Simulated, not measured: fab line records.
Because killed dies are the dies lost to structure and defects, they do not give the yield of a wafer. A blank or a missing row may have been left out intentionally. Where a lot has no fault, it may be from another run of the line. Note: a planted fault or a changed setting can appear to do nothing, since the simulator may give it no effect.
A lot that was struck, set against a sound lot ; flow n5 finfet ; 36 out of 1938 route steps
Sound: the wafers L404.2, L404.3, L404.5. Struck: wafers L396.3, L396.4 (left out: L396.1, a lot-mate that was not struck); the cause follows at the end.
For every step that has rows: the tool of each side, followed by ch and its chambers, followed by its first start. Under that, the readings that differ: sound wafers ; struck wafers ; difference of the means ; sigmas: that difference in standard deviations of wafers without a fault.
alike: words and numbers the same on both sides, and readings whose means are apart by under 2 such deviations; not compared: readings that were withheld, readings missing a value for some wafer, numbers with overlapping values and no deviation given by the record, and bounds like >300 which may hide the same value.
A row with sigmas, a row that says differs or no value, or rows on one side alone: a step with any of these is where the two part. Numbers that have no deviation but don't overlap get no sigmas and don't part them. Lack of a reading on every wafer of one side parts them only where that side has two or more wafers.

first, 9 steps without rows for these wafers: N5_BEOL_M4_ANNEAL_95 (time 240 s); N5_BEOL_M4_SPUTTER_96 (material Cu, target thk 4.5 nm, time 8.29 s); N5_BEOL_M4_ECD_50 (material Cu, target thk 300 nm); N5_BEOL_M4_ANNEAL_51 (time 90 s); N5_BEOL_M4_CMP_52 (polishes, stops on SiOC, t overpolish 6.8 s, target thk 40 nm); N5_BEOL_M4_PRE_CLEAN_60 (time 15 s); N5_BEOL_M4_CO_CAP_55 (material Co, precursor CCTBA/H2, target thk 2 nm, time 102.1 s); N5_BEOL_M4_PRE_CLEAN_56 (time 15 s); N5_BEOL_M4_DEP_57 (deposits SiCN from 3MS/NH3, target thk 8 nm, time 14 s).
N5_BEOL_M4_RC_MEAS_101:
  sound on prober-02 ch 0, day 13 01:07; struck on prober-02 ch 0, day 11 01:59
reading;sound;struck;difference;sigmas
DIBL_N (mV/V);34.8 36.4 35.2;39.1 39.9;+4.0;+3
DIBL_P (mV/V);35.7 36.4 36.0;39.2 40.3;+3.7;+2
IOFF_N (nA/um);0.137 0.147 0.134;0.189 0.212;+0.061;+3
  alike: IOFF_P, ION_N, ION_P, SS_N, SS_P, VT_N, VT_P
then, 24 steps without rows for these wafers: N5_BEOL_M5_ILD_DEP_00 (deposits SiCOH lowk from DEMS/porogen, target thk 140.64 nm, time 25.9 s); N5_BEOL_M5_CURE_79 (cures SiCOH lowk, time 240 s); N5_BEOL_M5_PECVD_70 (deposits SiO2 from TEOS/O2, target thk 16 nm, time 18 s); N5_BEOL_M5_HM_DEP_02 (deposits TiN, target thk 20 nm); N5_BEOL_M5_COAT_59 (time 60 s, resist thk 60 nm); N5_BEOL_M5_COAT_60 (time 60 s, resist thk 12 nm); N5_BEOL_M5_COAT_71 (time 60 s, resist thk 5 nm); N5_BEOL_M5_COAT_05 (resist thk 30 nm); N5_BEOL_M5_EBR_07; N5_BEOL_M5_SOFTBAKE_06 (time 60 s); N5_BEOL_M5_EXPOSE_08 (exposes mask M5, target cd 28 nm); N5_BEOL_M5_PEB_09 (peb time 60 s); N5_BEOL_M5_DEVELOP_10 (develop time 30 s); N5_BEOL_M5_DESCUM_16 (chemistry O2, time 7 s); N5_BEOL_M5_ETCH_72 (etches underlayer in N2/H2, target depth 6.5 nm, time 5.2 s); N5_BEOL_M5_ETCH_61 (etches SiARC in CF4, target depth 15.6 nm, time 26 s); N5_BEOL_M5_ETCH_62 (etches SOC in N2/H2, target depth 75 nm, overetch 15 nm, time 112.5 s); N5_BEOL_M5_STRIP_63 (strips in N2/H2); N5_BEOL_M5_STRIP_73 (strips in N2/H2); N5_BEOL_M5_STRIP_64 (strips in CF4); N5_BEOL_M5_HM_OPEN_17 (chemistry Cl2/BCl3, target TiN, target depth 20 nm, overetch 6 nm); N5_BEOL_M5_STRIP_19 (strips in O2); N5_BEOL_M5_COAT_65 (time 60 s, resist thk 60 nm); N5_BEOL_M5_COAT_66 (time 60 s, resist thk 12 nm).
-- record jumps: 4 days separate the struck wafers' starts on either side; left off in module BEOL_M5, taken up again in module PASSIVATION, whose first shown step is the route's number 1915 --
N5_PASSIVATION_PECVD_53: deposits SiO2 from TEOS/O2, target thk 800 nm, time 169.4 s.
  sound on pecvd-01 ch 0,2, day 16 19:43; struck on pecvd-04 ch 0,1, day 15 03:09
reading;sound;struck;difference;sigmas
run length s (s);197.7 197.2 197.8;265.8 266.0;+68.3;+99 or more
model.SiO2_of_PASSIVATION_PECVD_53.thk nm (nm);790.8 783.6 787.4;1121 1130;+338;
N5_PASSIVATION_PROBE_49:
  sound on prober-02, day 17 00:05; struck on prober-01, day 15 07:31
reading;sound;struck;difference;sigmas
defect limited yield (%);89.7 91.9 90.9;0 0;-91;-65
killed at other;7 2 0;1098 1081;+1086;+99 or more
killed dies;122 96 107;1180 1180;+1072;+67
killed on rim;14 17 12;152 152;+138;+40
sort_bin_5_function (%);6.1 5.0 4.7;97.2 96.9;+91.8;+99 or more
sort n pass;1058 1084 1073;0 0;-1072;-67
sort yield pct (%);89.7 91.9 90.9;0 0;-91;-65
  alike: killed_at_M0_to_M3, killed_at_M4_up, killed at contacts, killed at front end, killed open, killed short, sort_bin_6_memory

WHERE THEY PART
First at N5_BEOL_M4_RC_MEAS_101; last, within this record, at N5_PASSIVATION_PROBE_49.

WHY: what the simulator had put in
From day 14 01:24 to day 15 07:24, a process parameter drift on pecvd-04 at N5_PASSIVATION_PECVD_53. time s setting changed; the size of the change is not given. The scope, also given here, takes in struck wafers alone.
